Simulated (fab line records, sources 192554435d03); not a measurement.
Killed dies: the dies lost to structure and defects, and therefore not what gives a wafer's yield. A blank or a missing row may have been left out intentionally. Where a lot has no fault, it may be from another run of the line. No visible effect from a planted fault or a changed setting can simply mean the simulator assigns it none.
Chamber matching | flow n5_finfet | N5_FIN_SAQP_ETCH_52 on rie_diel-06: 4 sister chambers
The step etches SOC in N2/H2, target depth 100 nm, overetch 20 nm, time 150 s. 8 wafers are shown with their chamber, then 10 later ones without.

## WAFERS, EACH WITH ITS CHAMBER
wafer  | chamber | showerhead_plenum_p_Torr (Torr) | drypump_motor_current_A (A)
L077.5 | 0       | 2.40                            | 6.0
L082.6 | 0       | 2.39                            | 6.1
L084.3 | 1       | 2.61                            | 6.6
L084.4 | 1       | 2.61                            | 6.6
L085.2 | 3       | 2.56                            | 5.6
L085.6 | 2       | 2.51                            | 5.9
L086.2 | 3       | 2.56                            | 5.6
L086.3 | 2       | 2.51                            | 5.9

## WAFERS WITHOUT THEIR CHAMBER
wafer  | showerhead_plenum_p_Torr (Torr) | drypump_motor_current_A (A)
L086.6 | 2.56                            | 5.5
L087.2 | 2.71                            | 6.0
L087.4 | 2.71                            | 6.0
L087.6 | 2.51                            | 5.9
L090.2 | 2.51                            | 6.0
L090.4 | 2.71                            | 6.1
L090.6 | 2.71                            | 6.1
L092.1 | 2.55                            | 5.5
L092.3 | 2.51                            | 5.9
L092.4 | 2.71                            | 6.1

## WHICH CHAMBER EACH ONE RAN IN
wafer  | from the rows above | in truth
L086.6 | 3                   | 3
L087.2 | 1                   | 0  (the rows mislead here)
L087.4 | 1                   | 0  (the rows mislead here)
L087.6 | 2                   | 2
L090.2 | 2                   | 2
L090.4 | 1                   | 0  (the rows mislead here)
L090.6 | 1                   | 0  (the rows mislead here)
L092.1 | 3                   | 3
L092.3 | 2                   | 2
L092.4 | 1                   | 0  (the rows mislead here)
5 of 10 placed correctly. From these rows, 0 cannot be placed. Placed wrongly: 5.
How it was worked out, from the rows above alone: a wafer's distance from a chamber is the root of the sum, over the readings, of the square of ((its reading less the chamber's mean) divided by the reading's scatter). If the next closest chamber is less than 2 further off than the closest, the wafer can't be placed; otherwise it belongs to the closest. For every chamber, the mean is computed from those of its wafers that are shown. How the scatter is found: for the shown wafers, subtract from each reading the mean of its chamber, square and add these, divide the total by (wafers less chambers), then take the root.
